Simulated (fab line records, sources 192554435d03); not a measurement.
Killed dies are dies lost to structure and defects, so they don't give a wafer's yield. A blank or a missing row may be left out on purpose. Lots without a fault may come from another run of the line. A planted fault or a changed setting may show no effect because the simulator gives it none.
Split-lot experiment | flow n5_finfet | 7 lots, 39 wafers read, on a route of 1938 steps

THE SPLIT
At N5_BEOL_M6_VIA_ETCH_34 (etches SiCOH lowk in C4F6/O2, target depth 126.3 nm, time 50.9 s), the setting target_depth_a was moved away from the recipe's 1263 angstrom on 15 of the 39 wafers read, by -24.7% to +55.0%. The other wafers ran this setting at the recipe's value.

The reading is taken at the split's own step.

THE READING
SOC_of_BEOL_M6_COAT_63.thk_nm (the simulator's own value, which no gauge read), in nm, at N5_BEOL_M6_VIA_ETCH_34 (etches SiCOH lowk in C4F6/O2, target depth 126.3 nm, time 50.9 s). The file gives no usual value for it. The 24 wafers here that ran the recipe average 53.9 nm, standard deviation 0.18 nm.

wafer  | tool, chamber at the split | target_depth_a as run, angstrom | against the recipe | SOC_of_BEOL_M6_COAT_63.thk_nm, nm | against lot-mates on the recipe
L074.1 | rie_diel-01, 1             | 1263                            | recipe             | 53.6                              | -
L074.2 | rie_diel-01, 3             | 1263                            | recipe             | 54                                | -
L074.3 | rie_diel-01, 0             | 1699                            | +34.5%             | 51.6                              | -2.3
L074.4 | rie_diel-01, 2             | 1263                            | recipe             | 54.2                              | -
L074.5 | rie_diel-01, 1             | 1699                            | +34.5%             | 51.8                              | -2.1
L074.6 | rie_diel-01, 0             | 1699                            | +34.5%             | 51.4                              | -2.5
L075.1 | rie_diel-01, 0             | 1263                            | recipe             | 54                                | -
L075.2 | rie_diel-01, 1             | 1263                            | recipe             | 53.8                              | -
L075.3 | rie_diel-01, 2             | 1058                            | -16.2%             | 55.2                              | +1.2
L075.4 | rie_diel-01, 3             | 1058                            | -16.2%             | 55                                | +1.0
L075.5 | rie_diel-01, 2             | 1263                            | recipe             | 54.2                              | -
L075.6 | rie_diel-01, 1             | 1058                            | -16.2%             | 54.8                              | +0.8
L077.3 | rie_diel-03, 1             | 1263                            | recipe             | 53.6                              | -
L077.4 | rie_diel-03, 2             | 1263                            | recipe             | 54                                | -
L077.5 | rie_diel-03, 1             | 1263                            | recipe             | 53.6                              | -
L085.1 | rie_diel-03, 3             | 1263                            | recipe             | 53.8                              | -
L085.2 | rie_diel-03, 1             | 1263                            | recipe             | 53.8                              | -
L085.3 | rie_diel-03, 0             | 1263                            | recipe             | 53.8                              | -
L085.4 | rie_diel-03, 0             | 1263                            | recipe             | 54                                | -
L085.5 | rie_diel-03, 1             | 1263                            | recipe             | 53.8                              | -
L085.6 | rie_diel-03, 3             | 1263                            | recipe             | 53.8                              | -
L089.1 | rie_diel-06, 2             | 1936                            | +53.3%             | 50.8                              | -3.1
L089.2 | rie_diel-06, 0             | 1263                            | recipe             | 53.8                              | -
L089.3 | rie_diel-06, 3             | 1936                            | +53.3%             | 50.8                              | -3.1
L089.4 | rie_diel-06, 3             | 1263                            | recipe             | 54                                | -
L089.5 | rie_diel-06, 0             | 1263                            | recipe             | 54                                | -
L089.6 | rie_diel-06, 2             | 1936                            | +53.3%             | 50.8                              | -3.1
L093.1 | rie_diel-01, 0             | 1263                            | recipe             | 54                                | -
L093.2 | rie_diel-01, 3             | 1263                            | recipe             | 54                                | -
L093.3 | rie_diel-01, 2             | 1958                            | +55.0%             | 50.6                              | -3.4
L093.4 | rie_diel-01, 1             | 1958                            | +55.0%             | 50.4                              | -3.6
L093.5 | rie_diel-01, 0             | 1263                            | recipe             | 54                                | -
L093.6 | rie_diel-01, 3             | 1958                            | +55.0%             | 51                                | -3.0
L097.1 | rie_diel-03, 3             | 951.2                           | -24.7%             | 55.6                              | +1.9
L097.2 | rie_diel-03, 2             | 1263                            | recipe             | 53.6                              | -
L097.3 | rie_diel-03, 0             | 951.2                           | -24.7%             | 55.6                              | +1.9
L097.4 | rie_diel-03, 1             | 951.2                           | -24.7%             | 55.2                              | +1.5
L097.5 | rie_diel-03, 2             | 1263                            | recipe             | 53.6                              | -
L097.6 | rie_diel-03, 1             | 1263                            | recipe             | 54                                | -

THE FIT
A straight line over all 39 wafers: SOC_of_BEOL_M6_COAT_63.thk_nm changes by -0.0604 nm for each +1% of target_depth_a; r = -0.99; the points scatter about the line by 0.2 nm.
The same after taking each lot's own level away (the mean of its wafers on the recipe; 39 wafers): -0.062 nm for each +1%; r = -0.99; scatter 0.19 nm.
On that fit, the largest move of target_depth_a shifts the reading by 3.4 nm.
The lots' own levels span 53.73 to 54.00 nm, that is 1.5 times the standard deviation above.
So the lot-to-lot level changes the slope little: the two slopes agree.
Check: with one of the wafers moved furthest among these (+55.0%) left out of the fit, the line predicts -3.39 nm for it against its lot-mates. It came out at -3.4 nm against them.

OTHER SPLITS ON THESE WAFERS
These wafers also went through other splits before the reading. Each is held against what the fit with the lots' levels taken away leaves over:
other split on the same wafers           | wafers away from the commonest value | r with SOC_of_BEOL_M6_COAT_63.thk_nm (lot level and that fit taken away)
N5_MOL_CONTACT_COAG_CVD_140 target_thk_a | 12                                   | -0.11
N5_BEOL_M4_HM_DEP_02 target_thk_a        | 12                                   | -0.26

THE WHOLE CHAIN: every reading that the file lists as answering this split, in the file's order
step                   | what it does                                                     | reading                                                                        | change (the file's fit)                | r (the file's)
N5_BEOL_M6_VIA_ETCH_34 | etches SiCOH lowk in C4F6/O2, target depth 126.3 nm, time 50.9 s | etch.depth_nm (the simulator's own value, which no gauge read)                 | +1.28 nm for each +1% of the setting   | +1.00
N5_BEOL_M6_VIA_ETCH_34 | etches SiCOH lowk in C4F6/O2, target depth 126.3 nm, time 50.9 s | SOC_of_BEOL_M6_COAT_63.thk_nm (the simulator's own value, which no gauge read) | -0.0618 nm for each +1% of the setting | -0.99

THE FILE'S OWN FIT
SOC_of_BEOL_M6_COAT_63.thk_nm changes by -0.0618 nm for each +1% of target_depth_a, r = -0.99.
